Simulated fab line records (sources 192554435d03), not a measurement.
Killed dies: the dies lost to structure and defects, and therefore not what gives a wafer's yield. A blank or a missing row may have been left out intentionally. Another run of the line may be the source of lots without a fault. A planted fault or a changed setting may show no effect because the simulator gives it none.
Which tool did it? || flow n5 finfet || 13 lots, 39 wafers sampled, at 3 steps of a route of 1938

WHAT EACH GAUGE READ, for each wafer
N5_BEOL_M14_RS_MEAS_54: measurement is done with a four-point probe. Usual: for M14_RS the level is 0.0329 ohm/sq and the standard deviation is 0.00039.
{"lot": "L559", "measured": "day 11 02:41", "on": "film metro-01", "M14_RS (ohm/sq)": "0.0327 0.0325 0.0325", "flag": ""}
{"lot": "L561", "measured": "day 11 13:03", "on": "film metro-02", "M14_RS (ohm/sq)": "0.0334 0.0336 0.0323", "flag": ""}
{"lot": "L560", "measured": "day 11 17:44", "on": "film metro-02", "M14_RS (ohm/sq)": "0.0325 0.0335 0.0331", "flag": ""}
{"lot": "L562", "measured": "day 12 04:32", "on": "film metro-02", "M14_RS (ohm/sq)": "0.0326 0.0329 0.0326", "flag": ""}
{"lot": "L563", "measured": "day 12 18:32", "on": "film metro-01", "M14_RS (ohm/sq)": "0.0324 0.0332 0.0327", "flag": ""}
{"lot": "L570", "measured": "day 15 11:43", "on": "film metro-01", "M14_RS (ohm/sq)": "0.0328 0.0327 0.0321", "flag": ""}
{"lot": "L573", "measured": "day 15 12:07", "on": "film metro-02", "M14_RS (ohm/sq)": "0.0335 0.0328 0.0330", "flag": ""}
{"lot": "L575", "measured": "day 15 14:41", "on": "film metro-02", "M14_RS (ohm/sq)": "0.0329 0.0323 0.0331", "flag": ""}
{"lot": "L576", "measured": "day 16 06:17", "on": "film metro-02", "M14_RS (ohm/sq)": "0.0324 0.0320 0.0323", "flag": ""}
{"lot": "L577", "measured": "day 16 10:43", "on": "film metro-02", "M14_RS (ohm/sq)": "0.0329 0.0333 0.0331", "flag": ""}
{"lot": "L579", "measured": "day 16 11:47", "on": "film metro-01", "M14_RS (ohm/sq)": "0.0333 0.0333 0.0326", "flag": ""}
{"lot": "L578", "measured": "day 16 16:31", "on": "film metro-01", "M14_RS (ohm/sq)": "0.0328 0.0331 0.0327", "flag": ""}
{"lot": "L582", "measured": "day 18 06:04", "on": "film metro-02", "M14_RS (ohm/sq)": "0.0330 0.0328 0.0330", "flag": ""}

N5_BEOL_M15_THK_MEAS_01. Usual: for M15_ILD_THK the level is 1623 nm and the standard deviation is 20.
{"lot": "L559", "measured": "day 11 03:00", "on": "film metro-02", "M15_ILD_THK (nm)": "1602 1602 1642", "flag": ""}
{"lot": "L561", "measured": "day 11 13:28", "on": "film metro-01", "M15_ILD_THK (nm)": "1630 1648 1619", "flag": ""}
{"lot": "L560", "measured": "day 11 18:09", "on": "film metro-01", "M15_ILD_THK (nm)": "1628 1625 1622", "flag": ""}
{"lot": "L562", "measured": "day 12 04:58", "on": "film metro-02", "M15_ILD_THK (nm)": "1588 1605 1610", "flag": ""}
{"lot": "L563", "measured": "day 12 18:50", "on": "film metro-01", "M15_ILD_THK (nm)": "1593 1597 1633", "flag": ""}
{"lot": "L570", "measured": "day 15 12:02", "on": "film metro-02", "M15_ILD_THK (nm)": "1618 1654 1639", "flag": ""}
{"lot": "L573", "measured": "day 15 12:25", "on": "film metro-01", "M15_ILD_THK (nm)": "1601 1605 1633", "flag": ""}
{"lot": "L575", "measured": "day 15 15:01", "on": "film metro-01", "M15_ILD_THK (nm)": "1602 1617 1658", "flag": ""}
{"lot": "L576", "measured": "day 16 06:36", "on": "film metro-02", "M15_ILD_THK (nm)": "1633 1631 1644", "flag": ""}
{"lot": "L577", "measured": "day 16 11:01", "on": "film metro-01", "M15_ILD_THK (nm)": "1635 1630 1655", "flag": ""}
{"lot": "L579", "measured": "day 16 12:06", "on": "film metro-02", "M15_ILD_THK (nm)": "1622 1628 1664", "flag": ""}
{"lot": "L578", "measured": "day 16 16:49", "on": "film metro-02", "M15_ILD_THK (nm)": "1594 1598 1613", "flag": ""}
{"lot": "L582", "measured": "day 18 06:29", "on": "film metro-02", "M15_ILD_THK (nm)": "1595 1647 1637", "flag": ""}

TOOL THAT RAN EACH LOT (tool first, then ch and the chambers of the sampled wafers, then the start)
{"lot": "L559", "N5_BEOL_M14_ANNEAL_48": "rtp anneal-01 ch 0, day 11 02:00"}
{"lot": "L561", "N5_BEOL_M14_ANNEAL_48": "rtp anneal-02 ch 0, day 11 10:52"}
{"lot": "L560", "N5_BEOL_M14_ANNEAL_48": "rtp anneal-01 ch 0, day 11 17:05"}
{"lot": "L562", "N5_BEOL_M14_ANNEAL_48": "rtp anneal-02 ch 0, day 12 03:52"}
{"lot": "L563", "N5_BEOL_M14_ANNEAL_48": "rtp anneal-02 ch 0, day 12 17:16"}
{"lot": "L570", "N5_BEOL_M14_ANNEAL_48": "rtp anneal-01 ch 0, day 15 11:05"}
{"lot": "L573", "N5_BEOL_M14_ANNEAL_48": "rtp anneal-01 ch 0, day 15 11:23"}
{"lot": "L575", "N5_BEOL_M14_ANNEAL_48": "rtp anneal-01 ch 0, day 15 13:52"}
{"lot": "L576", "N5_BEOL_M14_ANNEAL_48": "rtp anneal-02 ch 0, day 16 05:33"}
{"lot": "L577", "N5_BEOL_M14_ANNEAL_48": "rtp anneal-01 ch 0, day 16 09:59"}
{"lot": "L579", "N5_BEOL_M14_ANNEAL_48": "rtp anneal-01 ch 0, day 16 10:55"}
{"lot": "L578", "N5_BEOL_M14_ANNEAL_48": "rtp anneal-01 ch 0, day 16 15:47"}
{"lot": "L582", "N5_BEOL_M14_ANNEAL_48": "rtp anneal-02 ch 0, day 18 05:21"}
- N5_BEOL_M14_ANNEAL_48: time 90 s.

AS READ BY THE TOOLS THEMSELVES (means over the sampled wafers that have a number; for cases with no such wafer, the mark the record gives instead)
N5_BEOL_M14_ANNEAL_48. Usual: wafer_temp_C_max 226.1, standard deviation 0.31.
{"lot": "L559", "tool": "rtp anneal-01", "wafer_temp_C_max": 226.2, "flag": ""}
{"lot": "L561", "tool": "rtp anneal-02", "wafer_temp_C_max": 226.0, "flag": ""}
{"lot": "L560", "tool": "rtp anneal-01", "wafer_temp_C_max": 226.1, "flag": ""}
{"lot": "L562", "tool": "rtp anneal-02", "wafer_temp_C_max": 225.8, "flag": ""}
{"lot": "L563", "tool": "rtp anneal-02", "wafer_temp_C_max": 226.0, "flag": ""}
{"lot": "L570", "tool": "rtp anneal-01", "wafer_temp_C_max": 226.2, "flag": ""}
{"lot": "L573", "tool": "rtp anneal-01", "wafer_temp_C_max": 226.1, "flag": ""}
{"lot": "L575", "tool": "rtp anneal-01", "wafer_temp_C_max": 226.4, "flag": ""}
{"lot": "L576", "tool": "rtp anneal-02", "wafer_temp_C_max": 226.0, "flag": ""}
{"lot": "L577", "tool": "rtp anneal-01", "wafer_temp_C_max": 226.2, "flag": ""}
{"lot": "L579", "tool": "rtp anneal-01", "wafer_temp_C_max": 226.6, "flag": ""}
{"lot": "L578", "tool": "rtp anneal-01", "wafer_temp_C_max": 226.0, "flag": ""}
{"lot": "L582", "tool": "rtp anneal-02", "wafer_temp_C_max": 226.3, "flag": ""}

THE ANSWER, worked out from the rows above alone
Rule: a lot is off if the mean of its wafers that have a number lies more than 3 standard deviations from the usual mean. Also off: a lot with no number at a reading for which 4 or more lots have one. Any other lot the step has rows for is counted as sound. Order of review: gauges by route order, followed by the tools' own readings, for which a lot's mean as printed above is used. The first step at which some lot is off is used, and at that step the reading that is off furthest; a lot without a number counts as furthest.
Nothing can be told from this: no lot is off at any reading shown.

WHAT THE SIMULATOR HAD PUT IN
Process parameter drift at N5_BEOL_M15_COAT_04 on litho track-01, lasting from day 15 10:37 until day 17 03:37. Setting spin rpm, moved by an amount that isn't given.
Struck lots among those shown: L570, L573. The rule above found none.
